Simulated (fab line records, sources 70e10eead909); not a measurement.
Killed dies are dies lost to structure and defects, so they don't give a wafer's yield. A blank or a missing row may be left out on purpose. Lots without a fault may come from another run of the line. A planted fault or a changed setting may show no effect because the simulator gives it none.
fab line records | flow nand_harc
record lots=24 wafers=72 last_day=34
route steps=1302 shown A_WL_FILL@957 A_CONTACT@1006
lots that met no fault: from a run of the same line without faults
start_h: hours from the record's first day to the start of the lot's first wafer shown | wait_h: hours since the lot's step before | " the same as in the row above | L1.1+2: a row that stands for several wafers | - no value, or no start given | * or withheld: withheld | < > ~ a bound
route shown NAME@n: a module of which the file shows steps, and the number in the route of the first | usual: mean/standard deviation of fault-free wafers | same: alike in all rows | chamber/n: place in a boat | sites: the reading at each site | _std_site: their standard deviation | _edge_site: outer sites' mean less inner sites' | radius_mm: how far each site lies from the wafer's centre | mask NAME#n: copy n | behind: the tool/chamber that last shaped the wafer | hold: why the lot was held/for how many hours/how that ended | device: the transistor (n, p or np) that didn't switch | end of line: the same wafers' tests at the end of the route | a step without rows: its recipe alone | killed: dies lost to structure and defects at the first sort, not the wafer's yield | map: a wafer's dies, x killed, . not, _ none there
set.NAME: the setting as run; set.NAME@STEP: as run at that earlier step | model.NAME: the simulator's own value behind a step, which no gauge read
steps of the route over a sample of lots; a table a step, a row a wafer
services: from which hour (start_h, from the record's first day; less than 0 if before it) a tool's chamber was out of use, for how many hours, and why
## steps
# step NHARC_A_WL_FILL_ETCHBACK_04
# recipe target_depth_a=600 time_s=120 chemistry=NF3
# usual drypump_motor_current_A=5.47/0.16 oes_product_au=1.001/0.0075
# columns lot.wafer tool chamber start_h wait_h drypump_motor_current_A oes_product_au rf_hours_counter_h
L075.1 rie_metal-02 0 472.07 0.3 5.63 0.993 0.2
L075.2 " 0 " " 5.61 0.990 -
L075.5 " 0 " " 5.58 0.988 -
L074.2 rie_metal-03 1 472.42 0.3 5.34 0.998 2.3
L074.3 " 0 " " 5.31 1.013 -
L074.4 " 1 " " 5.34 1.009 -
L076.2 rie_metal-01 1 485.07 0.3 5.68 1.006 1.8
L076.3 " 1 " " 5.69 1.002 -
L076.5 " 0 " " 5.56 1.002 -
L077.4 rie_metal-01 0 510.58 0.2 5.53 0.994 -
L077.3 " 1 " " 5.68 0.992 -
L077.5 " 1 " " 5.68 0.996 -
L079.2 rie_metal-01 1 517.32 0.3 5.65 1.006 2.3
L079.1 " 0 " " 5.51 1.003 1.7
L079.4 " 1 " " 5.66 1.002 -
L078.4 rie_metal-03 1 531.95 0.3 5.31 1.005 -
L078.6 " 1 " " 5.32 1.010 -
L078.5 " 0 " " 5.31 0.997 -
L081.2 rie_metal-02 1 538.56 0.3 5.18 0.986 1.0
L081.1 " 0 " " 5.60 0.994 1.5
L081.5 " 0 " " 5.60 0.991 -
L080.3 rie_metal-03 1 551.05 0.2 5.29 1.018 -
L080.4 " 0 " " 5.32 0.990 -
L080.6 " 0 " " 5.33 0.999 -
L082.2 rie_metal-02 1 551.29 0.3 5.18 0.996 1.4
L082.3 " 1 " " 5.18 0.999 -
L082.4 " 0 " " 5.60 0.995 -
L083.2 rie_metal-01 0 556.47 0.3 5.53 1.001 2.1
L083.3 " 1 " " 5.66 1.006 -
L083.6 " 1 " " 5.68 1.007 -
L084.1 rie_metal-03 1 563.62 0.3 5.33 1.009 0.8
L084.3 " 1 " " 5.31 1.014 -
L084.6 " 1 " " 5.32 1.010 -
L085.1 rie_metal-03 1 579.80 0.4 5.32 1.006 1.2
L085.3 " 1 " " 5.32 1.004 -
L085.6 " 0 " " 5.31 1.004 -
L087.2 rie_metal-01 0 586.63 0.3 5.55 0.999 0.0
L087.4 " 1 " " 5.66 1.000 -
L087.3 " 0 " " 5.56 1.005 -
L086.4 rie_metal-02 0 588.55 0.3 5.58 0.998 -
L086.5 " 1 " " 5.18 0.998 -
L086.6 " 0 " " 5.57 0.993 -
L088.2 rie_metal-03 1 621.16 0.3 5.36 0.998 -
L088.3 " 1 " " 5.33 1.003 -
L088.5 " 1 " " 5.35 1.006 -
L089.2 rie_metal-01 1 622.56 0.3 5.67 1.013 0.5
L089.4 " 1 " " 5.66 1.017 -
L089.5 " 1 " " 5.65 1.005 -
L090.1 rie_metal-03 1 635.36 0.3 5.30 1.005 2.3
L090.4 " 1 " " 5.31 1.003 -
L090.5 " 1 " " 5.31 1.000 -
L091.1 rie_metal-01 1 635.51 0.3 5.65 1.003 1.0
L091.3 " 1 " " 5.66 1.000 -
L091.5 " 0 " " 5.54 1.004 -
L092.1 rie_metal-01 1 646.32 0.3 5.69 1.001 1.5
L092.3 " 0 " " 5.56 1.005 -
L092.5 " 0 " " 5.54 0.999 -
L093.4 rie_metal-03 1 657.07 0.2 5.33 1.013 -
L093.3 " 0 " " 5.32 0.994 -
L093.5 " 1 " " 5.32 1.011 -
L096.1 rie_metal-01 0 667.39 0.3 5.53 1.000 1.8
L096.3 " 1 " " 5.64 0.997 -
L096.6 " 1 " " 5.66 1.005 -
L094.2 rie_metal-03 1 669.47 0.3 5.30 1.018 3.2
L094.3 " 1 " " 5.31 1.015 -
L094.4 " 0 " " 5.31 0.997 -
L095.4 rie_metal-01 0 672.69 0.3 5.58 1.001 -
L095.5 " 1 " " 5.69 0.996 -
L095.6 " 0 " " 5.56 1.013 -
L097.3 rie_metal-01 1 698.03 0.2 5.68 1.003 -
L097.4 " 0 " " 5.54 1.004 -
L097.5 " 1 " " 5.66 0.997 -
# step NHARC_A_WL_FILL_ETCHBACK_05
# recipe target_depth_a=220 time_s=60 temp_c=40 chemistry=Cl2/BCl3
# usual drypump_motor_current_A=5.47/0.16 oes_product_au=1.000/0.0091
# columns lot.wafer tool chamber start_h wait_h drypump_motor_current_A oes_product_au rf_hours_counter_h
L075.1 rie_metal-02 0 472.51 0.4 5.60 0.991 0.5
L075.2 " 0 " " 5.59 0.993 -
L075.5 " 0 " " 5.62 0.990 -
L074.2 rie_metal-03 1 472.64 0.2 5.29 0.999 2.4
L074.3 " 0 " " 5.30 1.012 -
L074.4 " 1 " " 5.28 1.016 -
L076.2 rie_metal-01 1 485.31 0.2 5.70 0.998 1.9
L076.3 " 0 " " 5.57 1.005 -
L076.5 " 0 " " 5.57 0.993 -
L077.4 rie_metal-01 1 510.77 0.2 5.68 0.998 -
L077.3 " 0 " " 5.55 1.000 -
L077.5 " 1 " " 5.68 0.998 -
L079.1 rie_metal-01 0 517.57 0.2 5.54 0.985 1.8
L079.2 " 1 " " 5.68 0.990 2.5
L079.4 " 1 " " 5.67 0.990 -
L078.4 rie_metal-03 0 532.14 0.2 5.33 0.999 -
L078.5 " 0 " " 5.33 1.001 -
L078.6 " 1 " " 5.34 1.012 -
L081.2 rie_metal-02 0 538.81 0.2 5.61 0.996 1.6
L081.1 " 1 " " 5.19 1.001 1.1
L081.5 " 0 " " 5.59 1.002 -
L080.3 rie_metal-03 0 551.25 0.2 5.31 0.991 -
L080.4 " 1 " " 5.31 1.010 -
L080.6 " 0 " " 5.32 0.993 -
L082.2 rie_metal-02 0 551.53 0.2 5.58 0.987 2.0
L082.3 " 0 " " 5.60 0.988 -
L082.4 " 1 " " 5.19 0.988 -
L083.2 rie_metal-01 1 556.73 0.2 5.66 0.999 2.9
L083.3 " 1 " " 5.65 0.989 -
L083.6 " 1 " " 5.65 0.996 -
L084.1 rie_metal-03 1 563.85 0.2 5.30 0.995 0.9
L084.3 " 0 " " 5.32 0.993 -
L084.6 " 0 " " 5.31 0.985 -
L085.1 rie_metal-03 0 580.02 0.2 5.33 0.997 1.3
L085.3 " 1 " " 5.32 1.008 -
L085.6 " 1 " " 5.32 1.006 -
L087.2 rie_metal-01 1 586.83 0.2 5.68 0.999 0.1
L087.4 " 1 " " 5.68 0.999 -
L087.3 " 0 " " 5.54 0.998 -
L086.4 rie_metal-02 1 588.72 0.1 5.19 0.986 -
L086.5 " 0 " " 5.58 0.992 -
L086.6 " 1 " " 5.18 0.989 -
L088.2 rie_metal-03 1 621.57 0.3 5.29 1.009 -
L088.3 " 1 " " 5.32 1.012 -
L088.5 " 1 " " 5.30 1.011 -
L089.2 rie_metal-01 0 622.88 0.3 5.54 1.000 0.7
L089.4 " 0 " " 5.54 0.993 -
L089.5 " 1 " " 5.66 1.003 -
L091.1 rie_metal-01 1 635.72 0.2 5.66 1.006 1.2
L091.3 " 1 " " 5.67 1.000 -
L091.5 " 1 " " 5.66 0.999 -
L090.1 rie_metal-03 1 635.80 0.4 5.32 0.995 2.6
L090.4 " 1 " " 5.31 1.008 -
L090.5 " 0 " " 5.31 1.006 -
L092.1 rie_metal-01 0 646.57 0.2 5.54 0.991 1.6
L092.3 " 1 " " 5.69 1.000 -
L092.5 " 0 " " 5.53 0.993 -
L093.3 rie_metal-03 0 657.27 0.1 5.31 0.990 -
L093.4 " 1 " " 5.31 1.020 -
L093.5 " 1 " " 5.33 1.006 -
L096.1 rie_metal-01 0 667.60 0.2 5.53 1.011 1.9
L096.3 " 0 " " 5.54 1.009 -
L096.6 " 0 " " 5.50 1.012 -
L094.2 rie_metal-03 1 669.73 0.2 5.32 1.016 3.3
L094.4 " 0 " " 5.30 0.983 -
L094.3 " 1 " " 5.31 1.013 -
L095.4 rie_metal-01 1 672.87 0.1 5.66 1.004 -
L095.6 " 0 " " 5.55 1.003 -
L095.5 " 1 " " 5.68 1.017 -
L097.4 rie_metal-01 0 698.23 0.1 5.54 1.002 -
L097.3 " 1 " " 5.65 1.004 -
L097.5 " 0 " " 5.52 1.007 -
# step NHARC_A_CONTACT_ETCH_112
# recipe source_w=withheld pressure_mtorr=20 bias_v=3000 time_s=190 target_depth_a=18500 ar_flow_sccm=withheld c4f8_flow_sccm=withheld o2_flow_sccm=withheld chemistry=C4F8/O2/Ar
# columns lot.wafer tool chamber start_h wait_h rf_hours_counter_h
L074.2 har_cap_etch-02 0 504.93 0.2 84
L074.3 " 1 " " -
L074.4 " 0 " " -
L075.1 har_cap_etch-03 1 505.60 0.2 43
L075.2 " 0 " " 43
L075.5 " 1 " " -
L076.2 har_cap_etch-02 1 510.17 0.2 86
L076.3 " 1 " " -
L076.5 " 0 " " -
L077.3 har_cap_etch-01 1 535.28 0.2 -
L077.4 " 0 " " -
L077.5 " 1 " " -
L079.2 har_cap_etch-03 1 543.33 0.2 49
L079.1 " 0 " " 49
L079.4 " 1 " " -
L078.4 har_cap_etch-03 0 556.88 0.2 -
L078.6 " 1 " " -
L078.5 " 0 " " -
L081.1 har_cap_etch-01 0 564.43 0.2 7
L081.2 " 1 " " 7
L081.5 " 1 " " -
L082.2 har_cap_etch-02 0 576.18 0.2 97
L082.4 " 0 " " -
L082.3 " 1 " " -
L080.4 har_cap_etch-03 1 579.41 0.2 -
L080.3 " 0 " " -
L080.6 " 0 " " -
L083.2 har_cap_etch-01 1 582.70 0.2 11
L083.3 " 1 " " -
L083.6 " 1 " " -
L084.1 har_cap_etch-01 1 587.94 0.2 13
L084.3 " 0 " " -
L084.6 " 0 " " -
L085.1 har_cap_etch-02 0 604.17 0.2 105
L085.3 " 1 " " -
L085.6 " 1 " " -
L086.4 har_cap_etch-01 0 611.21 0.2 -
L086.6 " 0 " " -
L086.5 " 1 " " -
L087.2 har_cap_etch-02 1 613.26 0.2 108
L087.4 " 1 " " -
L087.3 " 0 " " -
L088.2 har_cap_etch-03 0 645.98 0.2 68
L088.3 " 0 " " -
L088.5 " 1 " " -
L089.2 har_cap_etch-01 1 647.21 0.2 24
L089.4 " 0 " " -
L089.5 " 1 " " -
L090.1 har_cap_etch-01 0 662.43 0.2 26
L090.4 " 1 " " -
L090.5 " 1 " " -
L091.1 har_cap_etch-02 0 662.76 0.2 114
L091.3 " 1 " " -
L091.5 " 0 " " -
L092.1 har_cap_etch-02 1 671.16 0.2 117
L092.3 " 0 " " -
L092.5 " 0 " " -
L093.4 har_cap_etch-02 0 686.59 0.2 -
L093.3 " 1 " " -
L093.5 " 1 " " -
L096.1 har_cap_etch-01 1 694.61 0.2 33
L096.3 " 0 " " -
L096.6 " 1 " " -
L094.2 har_cap_etch-02 1 694.83 0.2 123
L094.4 " 0 " " -
L094.3 " 1 " " -
L095.4 har_cap_etch-01 0 698.72 0.2 -
L095.6 " 0 " " -
L095.5 " 1 " " -
L097.4 har_cap_etch-01 1 730.17 0.2 -
L097.3 " 0 " " -
L097.5 " 0 " " -
# step NHARC_A_CONTACT_ETCH_122
# recipe source_w=withheld pressure_mtorr=20 bias_v=3000 time_s=190 target_depth_a=18500 ar_flow_sccm=withheld c4f8_flow_sccm=withheld o2_flow_sccm=withheld chemistry=C4F8/O2/Ar
# columns lot.wafer tool chamber start_h wait_h rf_hours_counter_h
L074.2 har_cap_etch-02 0 507.20 0.2 86
L074.3 " 1 " " -
L074.4 " 0 " " -
L075.1 har_cap_etch-03 1 507.32 0.1 44
L075.2 " 0 " " 44
L075.5 " 1 " " -
L076.2 har_cap_etch-02 1 512.44 0.2 88
L076.3 " 1 " " -
L076.5 " 0 " " -
L077.3 har_cap_etch-01 1 537.00 0.1 -
L077.4 " 0 " " -
L077.5 " 1 " " -
L079.2 har_cap_etch-03 1 545.03 0.1 51
L079.1 " 0 " " 51
L079.4 " 1 " " -
L078.4 har_cap_etch-03 0 558.59 0.1 -
L078.6 " 1 " " -
L078.5 " 0 " " -
L081.1 har_cap_etch-01 0 566.14 0.1 8
L081.2 " 1 " " 8
L081.5 " 1 " " -
L082.2 har_cap_etch-02 0 577.89 0.1 98
L082.4 " 0 " " -
L082.3 " 1 " " -
L080.4 har_cap_etch-03 1 581.12 0.1 -
L080.3 " 0 " " -
L080.6 " 0 " " -
L083.2 har_cap_etch-01 1 584.42 0.1 13
L083.3 " 1 " " -
L083.6 " 1 " " -
L084.1 har_cap_etch-01 1 589.65 0.1 15
L084.3 " 0 " " -
L084.6 " 0 " " -
L085.1 har_cap_etch-02 0 605.88 0.1 107
L085.3 " 1 " " -
L085.6 " 1 " " -
L086.4 har_cap_etch-01 0 612.92 0.1 -
L086.6 " 0 " " -
L086.5 " 1 " " -
L087.2 har_cap_etch-02 1 615.53 0.2 109
L087.4 " 1 " " -
L087.3 " 0 " " -
L088.2 har_cap_etch-03 0 647.69 0.1 69
L088.3 " 0 " " -
L088.5 " 1 " " -
L089.2 har_cap_etch-01 1 648.92 0.1 25
L089.4 " 0 " " -
L089.5 " 1 " " -
L090.1 har_cap_etch-01 0 664.14 0.1 27
L090.4 " 1 " " -
L090.5 " 1 " " -
L091.1 har_cap_etch-02 0 664.46 0.1 116
L091.3 " 1 " " -
L091.5 " 0 " " -
L092.1 har_cap_etch-02 1 672.87 0.1 118
L092.3 " 0 " " -
L092.5 " 0 " " -
L093.4 har_cap_etch-02 0 688.29 0.1 -
L093.3 " 1 " " -
L093.5 " 1 " " -
L096.1 har_cap_etch-01 1 696.31 0.1 34
L096.3 " 0 " " -
L096.6 " 1 " " -
L094.2 har_cap_etch-02 1 696.54 0.1 124
L094.4 " 0 " " -
L094.3 " 1 " " -
L095.4 har_cap_etch-01 0 700.43 0.1 -
L095.6 " 0 " " -
L095.5 " 1 " " -
L097.4 har_cap_etch-01 1 731.87 0.1 -
L097.3 " 0 " " -
L097.5 " 0 " " -
# step NHARC_A_CONTACT_CD_MEAS_53
# usual cd_nm=289.4/0.87
# columns lot.wafer tool chamber start_h wait_h cd_nm
L075.1 cd_sem-01 - 508.68 - 290.0
L075.2 " - " " 289.7
L075.5 " - " " 290.4
L074.2 cd_sem-02 - 508.76 - 288.8
L074.3 " - " " 289.4
L074.4 " - " " 289.3
L076.2 cd_sem-01 - 514.01 - 288.9
L076.3 " - " " 288.2
L076.5 " - " " 287.8
L077.3 cd_sem-01 - 538.44 - 289.5
L077.4 " - " " 289.3
L077.5 " - " " 290.0
L079.1 cd_sem-01 - 546.49 - 288.6
L079.2 " - " " 289.1
L079.4 " - " " 288.8
L078.4 cd_sem-01 - 559.88 - 289.2
L078.5 " - " " 289.5
L078.6 " - " " 289.8
L081.1 cd_sem-01 - 567.52 - 290.3
L081.2 " - " " 290.1
L081.5 " - " " 290.4
L082.2 cd_sem-03 - 579.26 - 289.9
L082.3 " - " " 290.4
L082.4 " - " " 290.2
L080.3 cd_sem-03 - 582.44 - 289.1
L080.4 " - " " 287.9
L080.6 " - " " 288.9
L083.2 cd_sem-03 - 585.76 - 288.6
L083.3 " - " " 287.6
L083.6 " - " " 288.0
L084.1 cd_sem-02 - 591.01 - 290.8
L084.3 " - " " 289.7
L084.6 " - " " 290.5
L085.1 cd_sem-02 - 607.24 - 290.3
L085.3 " - " " 289.7
L085.6 " - " " 289.3
L086.4 cd_sem-01 - 614.24 - 290.4
L086.5 " - " " 290.4
L086.6 " - " " 290.6
L087.2 cd_sem-02 - 617.13 - 290.1
L087.3 " - " " 289.6
L087.4 " - " " 289.7
L088.2 cd_sem-01 - 649.03 - 290.4
L088.3 " - " " 290.0
L088.5 " - " " 290.0
L089.2 cd_sem-02 - 650.27 - 288.9
L089.4 " - " " 290.1
L089.5 " - " " 289.6
L090.1 cd_sem-01 - 665.48 - 289.0
L090.4 " - " " 289.9
L090.5 " - " " 288.8
L091.1 cd_sem-03 - 666.30 - 289.3
L091.3 " - " " 289.4
L091.5 " - " " 289.3
L092.1 cd_sem-02 - 674.22 - 287.9
L092.3 " - " " 287.8
L092.5 " - " " 288.3
L093.3 cd_sem-03 - 689.60 - 290.0
L093.4 " - " " 290.0
L093.5 " - " " 289.9
L096.1 cd_sem-03 - 697.65 - 290.4
L096.3 " - " " 289.4
L096.6 " - " " 288.8
L094.2 cd_sem-03 - 697.88 - 289.0
L094.3 " - " " 290.6
L094.4 " - " " 289.5
L095.4 cd_sem-01 - 701.73 - 287.9
L095.5 " - " " 288.1
L095.6 " - " " 287.6
L097.3 cd_sem-02 - 733.22 - 289.1
L097.4 " - " " 289.1
L097.5 " - " " 289.2
# step NHARC_A_CONTACT_ETCH_102
# recipe target_depth_a=1000 overetch_a=100 time_s=55 ion_energy_ev=100 cf4_flow_sccm=80 o2_flow_sccm=20 ar_flow_sccm=0 rf_w=300 bias_w=100 chemistry=CF4/O2
# usual cf4_flow_sccm=80.03/0.25 drypump_motor_current_A=5.9/0.42 oes_product_au=0.996/0.012 rf_vpp_V=197.8/1.8 showerhead_plenum_p_Torr=1.34/0.066 throttle_valve_pct=13.399/0.0091
# columns lot.wafer tool chamber start_h wait_h cf4_flow_sccm drypump_motor_current_A oes_product_au rf_hours_counter_h rf_vpp_V showerhead_plenum_p_Torr throttle_valve_pct
L075.2 rie_diel-02 0 509.14 0.1 79.96 5.8 1.000 34 199.0 1.43 13.381
L075.1 " 1 " " 80.26 5.0 1.003 35 199.5 1.44 13.408
L075.5 " 3 " " 79.96 5.9 1.005 - 196.4 1.29 13.402
L074.3 rie_diel-02 3 509.19 0.1 80.07 6.0 1.006 30 198.4 1.29 13.404
L074.4 " 0 " " 80.20 5.8 1.007 34 200.7 1.43 13.399
L074.2 " 2 " " 80.01 6.5 0.989 38 197.1 1.30 13.407
L076.3 rie_diel-05 2 514.32 0.0 80.29 5.8 0.991 20 198.8 1.30 13.395
L076.2 " 1 " " 80.29 6.2 0.991 19 199.6 1.40 13.397
L076.5 " 3 " " 80.62 5.7 0.994 - 198.6 1.36 13.397
L077.4 rie_diel-05 1 538.74 0.1 79.63 6.2 0.996 22 199.0 1.39 13.399
L077.3 " 3 " " 80.13 5.7 1.007 23 198.3 1.36 13.381
L077.5 " 1 " " 80.12 6.2 1.001 - 199.9 1.39 13.402
L079.2 rie_diel-05 1 546.79 0.1 80.04 6.2 0.991 24 198.1 1.39 13.400
L079.1 " 2 " " 80.05 5.8 1.003 25 195.9 1.30 13.385
L079.4 " 3 " " 80.29 5.8 1.002 25 197.4 1.36 13.409
L078.4 rie_diel-05 2 560.18 0.1 79.69 5.8 0.993 27 197.9 1.30 13.394
L078.5 " 3 " " 79.79 5.7 1.005 - 198.8 1.36 13.409
L078.6 " 0 " " 80.19 6.0 1.021 - 195.4 1.24 13.399
L081.1 rie_diel-05 3 567.81 0.1 79.88 5.7 0.996 28 198.9 1.36 13.406
L081.2 " 0 " " 79.95 6.0 1.010 27 195.3 1.24 13.414
L081.5 " 3 " " 79.85 5.7 1.009 - 198.8 1.36 13.398
L082.2 rie_diel-05 2 579.55 0.1 79.70 5.8 1.006 32 198.8 1.30 13.385
L082.3 " 0 " " 80.09 6.0 1.011 30 194.7 1.24 13.400
L082.4 " 1 " " 80.19 6.2 1.002 29 198.7 1.39 13.395
L080.4 rie_diel-02 1 582.73 0.1 79.65 5.0 1.013 0 199.2 1.43 13.422
L080.3 " 2 " " 79.82 6.6 0.998 0 197.4 1.30 13.396
L080.6 " 0 " " 79.60 5.8 1.003 - 200.5 1.42 13.408
L083.3 rie_diel-12 0 586.13 0.1 80.11 4.9 1.000 46 194.9 1.24 13.395
L083.2 " 1 " " 80.03 6.5 1.010 42 196.9 1.31 13.419
L083.6 " 3 " " 79.88 5.7 0.996 - 198.1 1.36 13.390
L084.3 rie_diel-02 2 591.64 0.2 80.48 6.5 0.979 7 196.3 1.30 13.396
L084.1 " 1 " " 80.17 5.0 1.006 5 197.8 1.43 13.415
L084.6 " 2 " " 79.95 6.6 0.999 - 196.4 1.30 13.402
L085.1 rie_diel-12 2 607.55 0.1 79.40 5.1 1.007 48 200.5 1.43 13.409
L085.3 " 0 " " 80.14 4.9 1.008 56 194.8 1.24 13.393
L085.6 " 1 " " 80.00 6.5 1.001 - 196.7 1.31 13.398
L086.4 rie_diel-05 0 614.53 0.1 80.13 6.0 1.000 5 195.4 1.24 13.407
L086.5 " 3 " " 79.90 5.7 0.983 - 198.6 1.36 13.410
L086.6 " 0 " " 80.20 6.0 1.001 - 196.0 1.24 13.379
L087.4 rie_diel-02 3 617.42 0.1 79.77 5.9 0.999 14 195.2 1.28 13.401
L087.3 " 1 " " 79.79 5.0 1.010 12 199.9 1.43 13.396
L087.2 " 2 " " 79.98 6.5 1.004 15 196.3 1.30 13.397
L088.3 rie_diel-05 1 649.32 0.1 79.87 6.2 0.971 9 198.5 1.39 13.393
L088.2 " 3 " " 80.14 5.7 0.980 9 197.1 1.36 13.414
L088.5 " 1 " " 79.93 6.2 0.964 - 198.7 1.39 13.392
L089.4 rie_diel-05 0 650.56 0.1 79.66 6.0 0.988 8 194.8 1.24 13.396
L089.2 " 1 " " 80.24 6.2 0.973 9 198.4 1.39 13.392
L089.5 " 0 " " 79.93 6.0 0.983 - 196.7 1.24 13.415
L090.1 rie_diel-05 0 666.32 0.1 80.18 6.0 0.983 12 194.1 1.23 13.402
L090.4 " 2 " " 80.02 5.8 0.998 10 197.2 1.30 13.419
L090.5 " 0 " " 80.24 6.0 0.986 - 194.8 1.23 13.395
L091.3 rie_diel-05 0 666.71 0.0 79.84 6.0 0.985 12 196.3 1.23 13.393
L091.1 " 2 " " 79.91 5.8 0.989 10 196.8 1.30 13.400
L091.5 " 0 " " 79.82 6.0 0.987 - 194.8 1.24 13.399
L092.3 rie_diel-02 3 674.53 0.1 79.92 5.9 0.990 31 197.7 1.27 13.387
L092.1 " 0 " " 80.36 5.8 1.001 29 199.8 1.41 13.393
L092.5 " 2 " " 80.11 6.5 0.988 - 196.8 1.29 13.401
L093.4 rie_diel-02 1 689.88 0.1 80.30 5.0 0.989 38 200.1 1.42 13.407
L093.3 " 2 " " 79.83 6.6 1.008 40 196.9 1.29 13.379
L093.5 " 1 " " 80.38 5.0 0.998 - 200.7 1.42 13.388
L096.3 rie_diel-12 2 697.96 0.1 80.28 5.1 1.001 20 201.1 1.43 13.381
L096.1 " 0 " " 80.08 4.9 0.994 16 199.8 1.44 13.399
L096.6 " 1 " " 80.35 6.5 0.991 - 197.6 1.30 13.394
L094.2 rie_diel-05 3 698.17 0.0 79.88 5.7 0.983 18 201.0 1.35 13.403
L094.4 " 0 " " 79.43 6.0 0.999 19 194.9 1.23 13.395
L094.3 " 1 " " 80.25 6.2 0.990 20 197.6 1.39 13.400
L095.4 rie_diel-05 0 702.04 0.1 79.68 6.0 0.977 19 194.9 1.23 13.406
L095.6 " 1 " " 79.81 6.2 0.975 - 200.3 1.39 13.399
L095.5 " 2 " " 80.00 5.8 0.992 - 196.5 1.29 13.392
L097.3 rie_diel-05 2 733.55 0.1 79.95 5.8 0.994 25 198.2 1.29 13.388
L097.5 " 1 " " 80.04 6.2 0.978 - 199.5 1.39 13.397
L097.4 " 2 " " 79.83 5.8 0.991 - 197.5 1.29 13.388
## services
# columns tool chamber start_h hours kind
rie_diel-12 0 452.76 8.2 repair
rie_metal-02 - 454.00 9.0 pm
rie_diel-12 1 469.74 9.5 repair
rie_metal-02 1 471.42 2.7 repair
rie_metal-02 - 492.72 0.5 repair
har_cap_etch-01 - 497.00 17.0 pm
rie_metal-03 0 514.65 10.8 repair
rie_metal-03 - 519.14 9.0 pm
rie_diel-02 2 547.77 7.8 repair
rie_metal-01 - 575.00 9.0 pm
rie_diel-05 - 583.60 9.0 pm
rie_metal-03 0 604.62 31.0 repair
rie_diel-12 - 625.42 9.0 pm
rie_metal-02 - 631.00 9.0 pm
rie_diel-02 3 640.50 3.0 repair
rie_metal-02 1 674.62 2.3 repair
rie_diel-12 1 689.66 4.9 repair
rie_metal-03 1 690.62 9.2 repair
rie_metal-03 - 696.14 9.0 pm
har_cap_etch-02 - 707.21 0.6 repair
rie_metal-01 - 708.13 1.5 repair
rie_diel-12 0 711.27 4.4 repair
rie_diel-05 0 720.99 14.9 repair
rie_diel-05 3 725.65 6.0 repair
## key
fault none
